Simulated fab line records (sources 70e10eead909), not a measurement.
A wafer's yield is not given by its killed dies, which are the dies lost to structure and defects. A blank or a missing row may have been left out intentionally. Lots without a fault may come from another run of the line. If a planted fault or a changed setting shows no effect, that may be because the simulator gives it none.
fab line records | flow nandHarc
record: lots: 14 | wafers: 41 | lastDay: 33
route steps=1302 shown P_BONDPAD@381 A_ZERO_WELL@412 A_SOURCE_PLATE@420 A_ONON_D1@424 END@1302
lots that met no fault: taken from a fault-free run of the same line
startH: start of the lot's first displayed wafer, in hours after the record's first day | waitH: time in hours since the lot's previous step | " repeats the value in the row above | L1.1+2: a row that stands for several wafers | - either no value or no given start | * or withheld: withheld | < > ~ a bound
route shown NAME@n: a module of which the file shows steps, and the number in the route of the first | usual: the fault-free wafers' mean and standard deviation | same: alike in all rows | chamber/n: place in a boat | sites: the reading at each site | _std_site: their standard deviation | _edge_site: the outer-site mean with the inner-site mean subtracted | radiusMm: how far each site lies from the wafer's centre | mask NAME#n: copy n | behind: tool/chamber where the wafer was last shaped | hold: what put the lot on hold/how long, in hours/how the hold closed | device: transistor that didn't switch, given as n, p or np | end of line: tests run on the same wafers once the route is complete | step lacking rows: just its recipe | killed: dies lost to structure and defects at the first sort, not the wafer's yield | map: a wafer's dies, x killed, . not, _ none there
set.NAME: setting as actually run; set.NAME@STEP: the setting as run at that earlier step | model.NAME: the simulator's own value behind a step, which no gauge read
one table for each step of the route and one row for each wafer, over a sample of lots
services: the hour from which a tool's chamber was out of use, counted from the record's first day as startH (under 0 if before that day), plus the number of hours and why
== steps ==
step: NHARC_P_BONDPAD_THK_MEAS_20
recipe: thkMeasGauge: xrf
usual: thkNm: 160.6/1.6
lot.wafer | tool         | chamber | startH | waitH | thkNm
L176.3    | filmMetro-01 | -       | 141.88 | -     | 162.7
L176.4    | "            | -       | "      | "     | 162.5
L176.6    | "            | -       | "      | "     | 161.4
L175.3    | filmMetro-02 | -       | 143.38 | -     | 162.5
L175.4    | "            | -       | "      | "     | 163.1
L175.5    | "            | -       | "      | "     | 161.8
L177.1    | filmMetro-01 | -       | 156.45 | -     | 158.3
L177.2    | "            | -       | "      | "     | 161.4
L177.5    | "            | -       | "      | "     | 162.0
L178.2    | filmMetro-02 | -       | 169.89 | -     | 158.8
L178.3    | "            | -       | "      | "     | 162.0
L178.4    | "            | -       | "      | "     | 160.3
L179.1    | filmMetro-02 | -       | 179.19 | -     | 158.7
L179.3    | "            | -       | "      | "     | 161.9
L179.6    | "            | -       | "      | "     | 158.8
L180.1    | filmMetro-01 | -       | 189.99 | -     | 159.6
L180.3    | "            | -       | "      | "     | 161.5
L180.4    | "            | -       | "      | "     | 162.2
L181.1    | filmMetro-02 | -       | 202.68 | -     | 163.7
L181.2    | "            | -       | "      | "     | 161.6
L181.4    | "            | -       | "      | "     | 162.0
L182.2    | filmMetro-01 | -       | 211.33 | -     | 160.4
L182.3    | "            | -       | "      | "     | 161.5
L182.6    | "            | -       | "      | "     | 162.4
L183.2    | filmMetro-01 | -       | 221.13 | -     | 160.9
L183.3    | "            | -       | "      | "     | 160.0
L183.5    | "            | -       | "      | "     | 162.3
L184.3    | filmMetro-02 | -       | 225.92 | -     | 159.3
L184.4    | "            | -       | "      | "     | 160.7
L184.6    | "            | -       | "      | "     | 159.6
L187.1    | filmMetro-01 | -       | 260.61 | -     | 161.1
L187.2    | "            | -       | "      | "     | 161.6
L187.6    | "            | -       | "      | "     | 161.7
L191.1    | filmMetro-01 | -       | 303.48 | -     | 161.1
L191.5    | "            | -       | "      | "     | 158.8
L192.1    | filmMetro-02 | -       | 311.48 | -     | 160.7
L192.5    | "            | -       | "      | "     | 161.6
L192.6    | "            | -       | "      | "     | 163.7
L197.2    | filmMetro-02 | -       | 353.95 | -     | 159.3
L197.4    | "            | -       | "      | "     | 161.1
L197.6    | "            | -       | "      | "     | 160.2
step: NHARC_A_ZERO_WELL_INSPECT_17
usual: rawDefectCount: 11/5.9
lot.wafer | tool             | chamber | startH | waitH | rawDefectCount
L176.3    | defectInspect-02 | -       | 144.98 | 0.1   | 9
L176.4    | "                | -       | "      | "     | 4
L176.6    | "                | -       | "      | "     | 7
L175.3    | defectInspect-02 | -       | 146.34 | 0.1   | 9
L175.4    | "                | -       | "      | "     | 6
L175.5    | "                | -       | "      | "     | 7
L177.1    | defectInspect-02 | -       | 159.42 | 0.2   | 13
L177.2    | "                | -       | "      | "     | 16
L177.5    | "                | -       | "      | "     | 11
L178.2    | defectInspect-02 | -       | 172.93 | 0.1   | 14
L178.3    | "                | -       | "      | "     | 8
L178.4    | "                | -       | "      | "     | 12
L179.1    | defectInspect-01 | -       | 182.18 | 0.2   | 8
L179.3    | "                | -       | "      | "     | 11
L179.6    | "                | -       | "      | "     | 7
L180.1    | defectInspect-02 | -       | 192.96 | 0.2   | 6
L180.3    | "                | -       | "      | "     | 12
L180.4    | "                | -       | "      | "     | 12
L181.1    | defectInspect-02 | -       | 205.68 | 0.2   | 10
L181.2    | "                | -       | "      | "     | 15
L181.4    | "                | -       | "      | "     | 14
L182.2    | defectInspect-02 | -       | 214.39 | 0.1   | 9
L182.3    | "                | -       | "      | "     | 6
L182.6    | "                | -       | "      | "     | 2
L183.2    | defectInspect-02 | -       | 224.11 | 0.1   | 28
L183.3    | "                | -       | "      | "     | 39
L183.5    | "                | -       | "      | "     | 14
L184.3    | defectInspect-01 | -       | 228.78 | 0.1   | 23
L184.4    | "                | -       | "      | "     | 14
L184.6    | "                | -       | "      | "     | 12
L187.1    | defectInspect-01 | -       | 263.47 | 0.2   | 14
L187.2    | "                | -       | "      | "     | 6
L187.6    | "                | -       | "      | "     | 15
L191.1    | defectInspect-01 | -       | 306.61 | 0.2   | 7
L191.5    | "                | -       | "      | "     | 3
L192.1    | defectInspect-02 | -       | 314.33 | 0.2   | 7
L192.5    | "                | -       | "      | "     | 7
L192.6    | "                | -       | "      | "     | 2
L197.2    | defectInspect-01 | -       | 356.92 | 0.1   | 9
L197.4    | "                | -       | "      | "     | 9
L197.6    | "                | -       | "      | "     | 13
step: NHARC_A_SOURCE_PLATE_THK_MEAS_06
recipe: thkMeasGauge: ellipsometry
usual: thkNm: 199.1/2
lot.wafer | tool         | chamber | startH | waitH | thkNm
L176.3    | filmMetro-01 | -       | 165.37 | 0.4   | 196.8
L176.4    | "            | -       | "      | "     | 196.7
L176.6    | "            | -       | "      | "     | 195.6
L175.3    | filmMetro-02 | -       | 165.37 | 0.4   | 199.9
L175.4    | "            | -       | "      | "     | 200.3
L175.5    | "            | -       | "      | "     | 200.8
L177.1    | filmMetro-01 | -       | 179.95 | 0.4   | 204.4
L177.2    | "            | -       | "      | "     | 202.3
L177.5    | "            | -       | "      | "     | 200.3
L178.2    | filmMetro-01 | -       | 193.81 | 0.4   | 199.6
L178.3    | "            | -       | "      | "     | 198.0
L178.4    | "            | -       | "      | "     | 200.9
L179.1    | filmMetro-02 | -       | 203.39 | 0.4   | 199.7
L179.3    | "            | -       | "      | "     | 203.1
L179.6    | "            | -       | "      | "     | 198.8
L180.1    | filmMetro-01 | -       | 218.35 | 0.4   | 199.9
L180.3    | "            | -       | "      | "     | 195.9
L180.4    | "            | -       | "      | "     | 197.9
L181.1    | filmMetro-01 | -       | 225.53 | 0.4   | 198.0
L181.2    | "            | -       | "      | "     | 198.3
L181.4    | "            | -       | "      | "     | 198.8
L182.2    | filmMetro-02 | -       | 235.37 | 0.4   | 199.9
L182.3    | "            | -       | "      | "     | 199.3
L182.6    | "            | -       | "      | "     | 198.8
L183.2    | filmMetro-02 | -       | 245.16 | 0.4   | 200.1
L183.3    | "            | -       | "      | "     | 200.6
L183.5    | "            | -       | "      | "     | 195.3
L184.3    | filmMetro-01 | -       | 249.12 | 0.4   | 201.7
L184.4    | "            | -       | "      | "     | 198.7
L184.6    | "            | -       | "      | "     | 199.2
L187.1    | filmMetro-02 | -       | 283.70 | 0.4   | 199.9
L187.2    | "            | -       | "      | "     | 200.2
L187.6    | "            | -       | "      | "     | 199.5
L191.1    | filmMetro-01 | -       | 330.17 | 0.4   | 198.3
L191.5    | "            | -       | "      | "     | 195.7
L192.1    | filmMetro-01 | -       | 334.69 | 0.4   | 204.2
L192.5    | "            | -       | "      | "     | 202.7
L192.6    | "            | -       | "      | "     | 202.1
L197.2    | filmMetro-01 | -       | 379.32 | 0.4   | 198.7
L197.4    | "            | -       | "      | "     | 198.0
L197.6    | "            | -       | "      | "     | 198.3
step: NHARC_A_ONON_D1_DEP_00
recipe: targetThkA: 10000 | n2FlowSccm: 2750 | n2oFlowSccm: 2000 | nh3FlowSccm: 500 | sih4FlowSccm: 210 | tempC: 400
usual: n2oFlowSccm: 1999/6
lot.wafer | tool         | chamber | startH | waitH | n2oFlowSccm
L176.3    | pecvdOnon-01 | 0       | 165.61 | 0.2   | 2005
L176.4    | "            | 0       | "      | "     | 2006
L176.6    | "            | 0       | "      | "     | 1999
L175.3    | pecvdOnon-04 | 0       | 165.91 | 0.5   | 1996
L175.4    | "            | 0       | "      | "     | 1998
L175.5    | "            | 0       | "      | "     | 1986
L177.1    | pecvdOnon-01 | 0       | 180.12 | 0.1   | 1991
L177.2    | "            | 0       | "      | "     | 2000
L177.5    | "            | 0       | "      | "     | 1996
L178.2    | pecvdOnon-01 | 0       | 194.01 | 0.1   | 2004
L178.3    | "            | 0       | "      | "     | 2000
L178.4    | "            | 0       | "      | "     | 2004
L179.1    | pecvdOnon-02 | 0       | 203.57 | 0.1   | 2002
L179.3    | "            | 0       | "      | "     | 2000
L179.6    | "            | 0       | "      | "     | 1997
L180.1    | pecvdOnon-01 | 0       | 218.50 | 0.1   | 2000
L180.3    | "            | 0       | "      | "     | 1995
L180.4    | "            | 0       | "      | "     | 1999
L181.1    | pecvdOnon-01 | 0       | 225.70 | 0.1   | 2007
L181.2    | "            | 0       | "      | "     | 2008
L181.4    | "            | 0       | "      | "     | 1998
L182.2    | pecvdOnon-01 | 0       | 235.60 | 0.1   | 1988
L182.3    | "            | 0       | "      | "     | 2002
L182.6    | "            | 0       | "      | "     | 1996
L183.2    | pecvdOnon-01 | 0       | 245.37 | 0.1   | 1983
L183.3    | "            | 0       | "      | "     | 1996
L183.5    | "            | 0       | "      | "     | 1994
L184.3    | pecvdOnon-02 | 0       | 249.39 | 0.2   | 1998
L184.4    | "            | 0       | "      | "     | 1994
L184.6    | "            | 0       | "      | "     | 1993
L187.1    | pecvdOnon-01 | 0       | 283.83 | 0.1   | 1997
L187.2    | "            | 0       | "      | "     | 1996
L187.6    | "            | 0       | "      | "     | 1989
L191.1    | pecvdOnon-01 | 0       | 330.34 | 0.1   | 1997
L191.5    | "            | 0       | "      | "     | 1995
L192.1    | pecvdOnon-01 | 0       | 334.86 | 0.1   | 1999
L192.5    | "            | 0       | "      | "     | 1998
L192.6    | "            | 0       | "      | "     | 2000
L197.2    | pecvdOnon-04 | 0       | 379.54 | 0.1   | 1998
L197.4    | "            | 0       | "      | "     | 2002
L197.6    | "            | 0       | "      | "     | 2007
step: NHARC_A_ONON_D1_THK_MEAS_02
recipe: thkMeasGauge: ellipsometry
usual: thkNm: 1002/9.1
lot.wafer | tool         | chamber | startH | waitH | thkNm
L176.3    | filmMetro-02 | -       | 166.00 | -     | 1013
L176.4    | "            | -       | "      | "     | 1012
L176.6    | "            | -       | "      | "     | 1013
L175.3    | filmMetro-02 | -       | 166.30 | -     | 1002
L175.4    | "            | -       | "      | "     | 1003
L175.5    | "            | -       | "      | "     | 1002
L177.1    | filmMetro-01 | -       | 180.63 | -     | 1009
L177.2    | "            | -       | "      | "     | 1008
L177.5    | "            | -       | "      | "     | 1009
L178.2    | filmMetro-02 | -       | 194.47 | -     | 988
L178.3    | "            | -       | "      | "     | 988
L178.4    | "            | -       | "      | "     | 990
L179.1    | filmMetro-01 | -       | 204.08 | -     | 1011
L179.3    | "            | -       | "      | "     | 1010
L179.6    | "            | -       | "      | "     | 1010
L180.1    | filmMetro-01 | -       | 219.01 | -     | 1013
L180.3    | "            | -       | "      | "     | 1012
L180.4    | "            | -       | "      | "     | 1012
L181.1    | filmMetro-02 | -       | 226.21 | -     | 1002
L181.2    | "            | -       | "      | "     | 1001
L181.4    | "            | -       | "      | "     | 1000
L182.2    | filmMetro-01 | -       | 236.05 | -     | 1000
L182.3    | "            | -       | "      | "     | 998
L182.6    | "            | -       | "      | "     | 999
L183.2    | filmMetro-02 | -       | 245.83 | -     | 988
L183.3    | "            | -       | "      | "     | 989
L183.5    | "            | -       | "      | "     | 989
L184.3    | filmMetro-01 | -       | 249.78 | -     | 1000
L184.4    | "            | -       | "      | "     | 1000
L184.6    | "            | -       | "      | "     | 1000
L187.1    | filmMetro-01 | -       | 284.34 | -     | 1005
L187.2    | "            | -       | "      | "     | 1007
L187.6    | "            | -       | "      | "     | 1009
L191.1    | filmMetro-02 | -       | 330.85 | -     | 1547
L191.5    | "            | -       | "      | "     | 995
L192.1    | filmMetro-02 | -       | 335.38 | -     | 1563
L192.5    | "            | -       | "      | "     | 1011
L192.6    | "            | -       | "      | "     | 1010
L197.2    | filmMetro-01 | -       | 380.00 | -     | 1025
L197.4    | "            | -       | "      | "     | 1024
L197.6    | "            | -       | "      | "     | 1025
step: NHARC_END_SORT_01
recipe: tempC: 25
usual: killedAtArray: 58/22 | killedAtOther: 1.0/1.3 | killedAtPeriphery: 5/3.4 | killedDies: 64/22 | killedOpen: 3.6/1.8 | killedShort: 2.4/1.7
same: grossDies: 677
lot.wafer | tool      | chamber | startH | waitH | killedAtArray | killedAtOther | killedAtPeriphery | killedDies | killedOpen | killedShort
L191.1    | prober-01 | 0       | 718.31 | 2.5   | 666           | 5             | 6                 | 677        | 3          | 4
L191.5    | prober-01 | 0       | 721.54 | 3.7   | 90            | 2             | 5                 | 97         | 4          | 2
L192.1    | prober-02 | 0       | 723.41 | 2.5   | 665           | 1             | 11                | 677        | 3          | 1
L192.5    | prober-02 | 0       | 726.63 | 3.7   | 80            | 0             | 8                 | 88         | 8          | 0
L192.6    | prober-02 | 0       | 727.44 | 4.0   | 64            | 0             | 6                 | 70         | 3          | 3
killed by level:class
L191.1 A_ONON_D1:areaDep=592 A_SLIT:chamberFilmFlake=34 A_CHANNEL_HOLE_D1:chamberFilmFlake=26 THIN_TSV:chamberFilmFlake=5 A_STAIRCASE:chamberFilmFlake=4 P_ZERO_WELL:chamberFilmFlake=2 P_BONDPAD:chamberFilmFlake=2 A_CHANNEL_FILL_D2:chamberFilmFlake=2
L191.5 A_SLIT:chamberFilmFlake=38 A_CHANNEL_HOLE_D1:chamberFilmFlake=33 A_STAIRCASE:chamberFilmFlake=6 A_DECK1_JOINT:chamberFilmFlake=4 A_DECK1_JOINT:geometricParticle:open=2 P_GATE:chamberFilmFlake=2 P_BONDPAD:chamberFilmFlake=2 HYBRID_BOND:latent=2
L192.1 A_ONON_D1:areaDep=599 A_CHANNEL_HOLE_D1:chamberFilmFlake=36 A_CHANNEL_HOLE_D2:chamberFilmFlake=17 P_BONDPAD:chamberFilmFlake=5 A_SLIT:chamberFilmFlake=5 P_CONTACT:chamberFilmFlake=3 A_CONTACT:chamberFilmFlake=3 P_CONTACT:geometricParticle:open=1
L192.5 A_CHANNEL_HOLE_D1:chamberFilmFlake=32 A_CHANNEL_HOLE_D2:chamberFilmFlake=26 A_CONTACT:chamberFilmFlake=6 P_CONTACT:chamberFilmFlake=4 A_DECK1_JOINT:chamberFilmFlake=3 A_STAIRCASE:chamberFilmFlake=3 A_DECK1_JOINT:geometricParticle:open=2 A_CHANNEL_FILL_D2:geometricParticle:open=2
L192.6 A_CHANNEL_HOLE_D1:chamberFilmFlake=29 A_CHANNEL_HOLE_D2:chamberFilmFlake=21 P_CONTACT:chamberFilmFlake=3 A_STAIRCASE:chamberFilmFlake=3 A_M0:geometricParticle:open=2 P_BONDPAD:chamberFilmFlake=2 A_CONTACT:chamberFilmFlake=2 A_DECK1_JOINT:geometricParticle:short=1
== services ==
tool         | chamber | startH | hours | kind
pecvdOnon-02 | -       | 185.00 | 13.0  | pm
pecvdOnon-01 | -       | 269.00 | 13.0  | pm
pecvdOnon-04 | -       | 311.83 | 13.0  | pm
pecvdOnon-02 | -       | 366.00 | 13.0  | pm
== key ==
firstSign: step: NHARC_A_ONON_D1_THK_MEAS_02 | reading: thkNm | direction: up | sigmas: 60 | usual: 1002 | struck: 1555
effect: step: NHARC_END_SORT_01 | reading: killedDies | direction: up | sigmas: 28 | usual: 64 | struck: 677
moreKillsBornAt: NHARC_A_ONON_D1_DEP_00@pecvdOnon-01: 1191
metAt NHARC_A_ONON_D1_DEP_00
struckLots L191,L192
struckWafers L191.1,L192.1
laterRowsLeftOut L191.1,L192.1
testerLeftOut L191,L192
notActingAt NHARC_P_BONDPAD_THK_MEAS_20,NHARC_A_ZERO_WELL_INSPECT_17,NHARC_A_SOURCE_PLATE_THK_MEAS_06
onsetBetween 283.83 330.34
fault: kind: processParameterDrift | tool: pecvdOnon-01 | chamber: - | onsetH: 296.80 | steps: NHARC_A_ONON_D1_DEP_00 | channel: targetThkA | offset: * | shape: step | endH: 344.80 | scope: struckWafersOnly | actsIn: * | stated: *
testerLeftOut: of these lots the tester's yield and bins aren't shown, on N5 and GAA mostly nor the transistor test; their killed dies are dies lost to structure and defects alone, not to doping, threshold or leakage, so they don't give the yield
laterRowsLeftOut: the simulator's readings of these wafers behind a module that went badly wrong aren't trusted and aren't shown, but for the sort
